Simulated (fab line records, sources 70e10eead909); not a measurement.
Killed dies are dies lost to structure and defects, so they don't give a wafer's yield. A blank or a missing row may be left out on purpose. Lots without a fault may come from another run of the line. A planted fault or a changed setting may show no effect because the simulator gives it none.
fab line records | flow nand_harc
record lots=13 wafers=39 last_day=34
route steps=1302 shown A_BLC@1124 A_M0@1144
lots that met no fault: from a run of the same line without faults
start_h: hours from the record's first day to the start of the lot's first wafer shown | wait_h: hours since the lot's step before | " the same as in the row above | L1.1+2: a row that stands for several wafers | - no value, or no start given | * or withheld: withheld | < > ~ a bound
route shown NAME@n: a module of which the file shows steps, and the number in the route of the first | usual: mean/standard deviation of fault-free wafers | same: alike in all rows | chamber/n: place in a boat | sites: the reading at each site | _std_site: their standard deviation | _edge_site: outer sites' mean less inner sites' | radius_mm: how far each site lies from the wafer's centre | mask NAME#n: copy n | behind: the tool/chamber that last shaped the wafer | hold: why the lot was held/for how many hours/how that ended | device: the transistor (n, p or np) that didn't switch | end of line: the same wafers' tests at the end of the route | a step without rows: its recipe alone | killed: dies lost to structure and defects at the first sort, not the wafer's yield | map: a wafer's dies, x killed, . not, _ none there
set.NAME: the setting as run; set.NAME@STEP: as run at that earlier step | model.NAME: the simulator's own value behind a step, which no gauge read
steps of the route over a sample of lots; a table a step, a row a wafer
services: from which hour (start_h, from the record's first day; less than 0 if before it) a tool's chamber was out of use, for how many hours, and why
## steps
# step NHARC_A_BLC_CD_MEAS_19
# usual cd_nm=99.7/1.4
# columns lot.wafer tool chamber start_h wait_h cd_nm
L256.3 cd_sem-03 - 543.63 - 99.5
L256.5 " - " " 99.2
L256.6 " - " " 98.5
L257.2 cd_sem-03 - 548.26 - 97.5
L257.3 " - " " 99.6
L257.4 " - " " 96.5
L260.1 cd_sem-02 - 558.09 - 98.4
L260.3 " - " " 100.2
L260.4 " - " " 100.2
L259.1 cd_sem-01 - 561.45 - 100.8
L259.2 " - " " 98.8
L259.3 " - " " 100.6
L261.2 cd_sem-03 - 591.72 - 97.3
L261.4 " - " " 98.3
L261.6 " - " " 98.2
L264.2 cd_sem-03 - 605.43 - 99.1
L264.4 " - " " 100.2
L264.5 " - " " 99.5
L265.2 cd_sem-02 - 631.32 - 98.8
L265.4 " - " " 103.3
L265.6 " - " " 100.8
L271.2 cd_sem-03 - 685.19 - 97.8
L271.3 " - " " 98.6
L271.5 " - " " 99.6
L269.3 cd_sem-03 - 686.52 - 98.8
L269.4 " - " " 95.9
L269.6 " - " " 102.2
L273.4 cd_sem-03 - 718.98 - 98.8
L273.5 " - " " 100.7
L273.6 " - " " 96.6
L278.1 cd_sem-01 - 754.52 - 100.1
L278.2 " - " " 99.7
L278.5 " - " " 100.8
L276.2 cd_sem-02 - 756.03 - 97.8
L276.5 " - " " 95.5
L276.6 " - " " 100.9
L277.2 cd_sem-01 - 762.45 - 99.7
L277.3 " - " " 101.5
L277.5 " - " " 100.8
# step NHARC_A_BLC_INSPECT_28
# usual raw_defect_count=556/150
# columns lot.wafer tool chamber start_h wait_h raw_defect_count
L256.3 defect_inspect-01 - 545.70 0.1 510
L256.5 " - " " 465
L256.6 " - " " 363
L257.2 defect_inspect-01 - 550.25 0.1 781
L257.3 " - " " 908
L257.4 " - " " 561
L260.1 defect_inspect-01 - 560.85 0.1 511
L260.3 " - " " 538
L260.4 " - " " 551
L259.1 defect_inspect-01 - 575.57 12.2 589
L259.2 " - " " 729
L259.3 " - " " 753
L261.2 defect_inspect-02 - 593.75 0.1 475
L261.4 " - " " 635
L261.6 " - " " 639
L264.2 defect_inspect-02 - 607.40 0.1 581
L264.4 " - " " 887
L264.5 " - " " 500
L265.2 defect_inspect-01 - 633.30 0.1 713
L265.4 " - " " 721
L265.6 " - " " 648
L271.2 defect_inspect-02 - 687.16 0.1 527
L271.3 " - " " 558
L271.5 " - " " 597
L269.3 defect_inspect-01 - 688.53 0.1 665
L269.4 " - " " 929
L269.6 " - " " 739
L273.4 defect_inspect-02 - 720.95 0.1 392
L273.5 " - " " 417
L273.6 " - " " 326
L278.1 defect_inspect-01 - 756.50 0.1 627
L278.2 " - " " 537
L278.5 " - " " 481
L276.2 defect_inspect-01 - 758.00 0.1 444
L276.5 " - " " 439
L276.6 " - " " 454
L277.2 defect_inspect-01 - 764.50 0.1 376
L277.3 " - " " 317
L277.5 " - " " 412
# step NHARC_A_M0_EXPOSE_06
# recipe na=1.35 target_cd_nm=80 dose_mj=83.25 mask_id=A_M0
# usual exposure_dose_mJ_cm2=83.4/0.37
# columns lot.wafer tool chamber start_h wait_h mask exposure_dose_mJ_cm2
L256.3 arfi_scanner-01 0 546.48 - A_M0#0 84.1
L256.5 " 0 " " A_M0#0 84.2
L256.6 " 0 " " A_M0#0 83.9
L257.2 arfi_scanner-02 0 551.03 - A_M0#0 83.1
L257.3 " 0 " " A_M0#0 83.1
L257.4 " 0 " " A_M0#0 83.2
L260.1 arfi_scanner-03 0 561.61 - A_M0#0 83.2
L260.3 " 0 " " A_M0#0 83.1
L260.4 " 0 " " A_M0#0 83.2
L259.1 arfi_scanner-02 0 576.33 - A_M0#0 83.2
L259.2 " 0 " " A_M0#0 83.1
L259.3 " 0 " " A_M0#0 83.3
L261.2 arfi_scanner-03 0 594.51 - A_M0#0 83.1
L261.4 " 0 " " A_M0#0 83.0
L261.6 " 0 " " A_M0#0 83.1
L264.2 arfi_scanner-03 0 608.16 - A_M0#0 83.2
L264.4 " 0 " " A_M0#0 83.1
L264.5 " 0 " " A_M0#0 83.2
L265.2 arfi_scanner-01 0 634.06 - A_M0#0 83.9
L265.4 " 0 " " A_M0#0 83.8
L265.6 " 0 " " A_M0#0 83.9
L271.2 arfi_scanner-01 0 687.93 - A_M0#0 87.3
L271.3 " 0 " " A_M0#0 87.3
L271.5 " 0 " " A_M0#0 87.4
L269.3 arfi_scanner-01 0 689.30 - A_M0#0 86.5
L269.4 " 0 " " A_M0#0 86.6
L269.6 " 0 " " A_M0#0 86.8
L273.4 arfi_scanner-01 0 721.72 - A_M0#0 86.1
L273.5 " 0 " " A_M0#0 86.2
L273.6 " 0 " " A_M0#0 86.2
L278.1 arfi_scanner-02 0 757.26 - A_M0#0 83.2
L278.2 " 0 " " A_M0#0 83.3
L278.5 " 0 " " A_M0#0 83.3
L276.2 arfi_scanner-02 0 758.65 - A_M0#0 83.3
L276.5 " 0 " " A_M0#0 83.3
L276.6 " 0 " " A_M0#0 83.2
L277.2 arfi_scanner-03 0 765.26 - A_M0#0 83.3
L277.3 " 0 " " A_M0#0 83.2
L277.5 " 0 " " A_M0#0 83.3
# step NHARC_A_M0_CD_MEAS_09
# recipe target_cd_nm=80 landing_energy_ev=500
# usual cd_nm=80.1/0.59
# columns lot.wafer tool chamber start_h wait_h cd_nm
L256.3 cd_sem-01 0 546.61 - 80.6
L256.5 " 0 " " 81.1
L256.6 " 0 " " 81.4
L257.2 cd_sem-03 0 551.18 - 80.3
L257.3 " 0 " " 80.9
L257.4 " 0 " " 80.9
L260.1 cd_sem-02 0 561.75 - 80.0
L260.3 " 0 " " 80.1
L260.4 " 0 " " 80.4
L259.1 cd_sem-03 0 576.47 - 79.9
L259.2 " 0 " " 79.7
L259.3 " 0 " " 80.6
L261.2 cd_sem-02 0 594.65 - 81.0
L261.4 " 0 " " 80.3
L261.6 " 0 " " 80.5
L264.2 cd_sem-02 0 608.30 - 80.0
L264.4 " 0 " " 81.4
L264.5 " 0 " " 80.4
L265.2 cd_sem-01 0 634.20 - 79.4
L265.4 " 0 " " 80.3
L265.6 " 0 " " 79.7
L271.2 cd_sem-01 0 688.07 - 81.6
L271.3 " 0 " " 82.2
L271.5 " 0 " " 81.3
L269.3 cd_sem-03 0 689.44 - 81.7
L269.4 " 0 " " 81.1
L269.6 " 0 " " 81.6
L273.4 cd_sem-01 0 721.86 - 82.0
L273.5 " 0 " " 81.7
L273.6 " 0 " " 81.7
L278.1 cd_sem-01 0 757.40 - 79.2
L278.2 " 0 " " 80.0
L278.5 " 0 " " 79.9
L276.2 cd_sem-01 0 758.80 - 79.6
L276.5 " 0 " " 79.3
L276.6 " 0 " " 79.4
L277.2 cd_sem-01 0 765.40 - 80.3
L277.3 " 0 " " 81.0
L277.5 " 0 " " 80.2
# step NHARC_A_M0_ETCH_15
# recipe target_depth_a=1500 overetch_a=150 time_s=82.5 c4f8_flow_sccm=withheld ar_flow_sccm=400 rf_w=600 bias_w=300 chemistry=C4F8/Ar
# usual oes_product_au=0.953/0.02 rf_vpp_V=439.9/2.3
# same time_s=82.5
# columns lot.wafer tool chamber start_h wait_h oes_product_au rf_hours_counter_h rf_vpp_V
L256.3 rie_diel-02 2 - - 0.979 8.1 438.4
L256.5 " 3 " " 0.969 - 437.1
L256.6 " 0 " " 0.964 - 439.5
L257.2 rie_diel-03 1 - - 0.919 4.9 438.9
L257.4 " 3 " " 0.918 3.9 443.5
L257.3 " 0 " " 0.923 4.7 440.6
L260.4 rie_diel-03 3 - - 0.948 4.9 443.1
L260.3 " 0 " " 0.933 5.3 441.9
L260.1 " 1 " " 0.957 5.5 437.6
L259.3 rie_diel-03 0 - - 0.916 5.4 443.8
L259.1 " 1 " " 0.922 5.7 437.5
L259.2 " 2 " " 0.923 5.4 440.8
L261.4 rie_diel-11 3 - - 0.929 6.9 437.5
L261.2 " 0 " " 0.927 6.8 442.9
L261.6 " 0 " " 0.932 - 443.5
L264.4 rie_diel-02 3 - - 0.935 1.5 438.4
L264.2 " 0 " " 0.935 1.2 440.9
L264.5 " 2 " " 0.941 - 438.0
L265.2 rie_diel-02 1 - - 0.948 2.0 442.7
L265.4 " 0 " " 0.940 - 440.3
L265.6 " 1 " " 0.945 - 442.8
L271.3 rie_diel-02 1 - - 0.955 4.9 440.9
L271.2 " 3 " " 0.958 5.6 438.0
L271.5 " 0 " " 0.948 - 439.4
L269.3 rie_diel-03 0 - - 0.977 2.4 443.3
L269.4 " 1 " " 0.981 2.5 439.8
L269.6 " 2 " " 0.971 - 440.3
L273.4 rie_diel-02 3 - - 0.961 - 436.2
L273.6 " 0 " " 0.947 - 438.1
L273.5 " 1 " " 0.943 - 442.6
L278.2 rie_diel-11 1 - - 0.921 4.9 437.3
L278.1 " 2 " " 0.912 5.6 438.0
L278.5 " 1 " " 0.919 - 438.9
L276.2 rie_diel-11 1 - - 0.967 5.0 437.8
L276.6 " 1 " " 0.960 - 437.4
L276.5 " 2 " " 0.983 - 437.7
L277.2 rie_diel-02 1 - - 0.959 0.6 441.5
L277.3 " 2 " " 0.972 0.7 439.4
L277.5 " 2 " " 0.961 - 439.3
## services
# columns tool chamber start_h hours kind
rie_diel-02 0 525.20 - clean
rie_diel-02 1 525.20 - clean
rie_diel-03 - 532.33 0.2 repair
arfi_scanner-03 - 540.00 4.0 pm
arfi_scanner-01 - 555.09 2.6 repair
rie_diel-02 - 570.70 9.0 pm
rie_diel-02 1 581.32 17.0 repair
arfi_scanner-01 - 586.51 11.2 repair
rie_diel-03 1 590.27 41.7 repair
arfi_scanner-01 - 597.74 4.0 pm
rie_diel-11 3 605.15 3.1 repair
rie_diel-11 - 609.53 9.0 pm
rie_diel-02 2 630.46 98.1 repair
rie_diel-03 - 635.30 9.0 pm
rie_diel-11 2 641.67 10.2 repair
rie_diel-11 0 643.35 6.9 repair
rie_diel-11 1 651.02 14.0 repair
arfi_scanner-02 - 656.00 4.0 pm
arfi_scanner-02 - 667.13 1.5 repair
arfi_scanner-02 - 684.14 1.1 repair
arfi_scanner-03 - 712.00 4.0 pm
arfi_scanner-03 - 746.12 9.5 repair
rie_diel-02 - 747.70 9.0 pm
rie_diel-11 1 765.04 10.0 repair
## key
first_sign step=NHARC_A_M0_EXPOSE_06 reading=exposure_dose_mJ_cm2 direction=up sigmas=8.8 usual=83.4 struck=86.7
effect step=NHARC_A_M0_CD_MEAS_09 reading=cd_nm direction=up sigmas=2.6 usual=80.1 struck=81.7 through=control_loop
met_at NHARC_A_M0_EXPOSE_06
struck_lots L269,L271,L273
loop_trim step=NHARC_A_M0_EXPOSE_06 setting=dose lots=L269,L273
not_acting_at NHARC_A_BLC_CD_MEAS_19,NHARC_A_BLC_INSPECT_28,NHARC_A_M0_ETCH_15
onset_between 634.06 687.93
fault kind=process_parameter_drift tool=arfi_scanner-01 chamber=- onset_h=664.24 steps=NHARC_A_M0_EXPOSE_06 channel=dose_mj offset=3.2599 shape=step acts_in=these_recipes_only stated=83.25
# loop_trim: a control loop set the setting to another value than it would have without faults
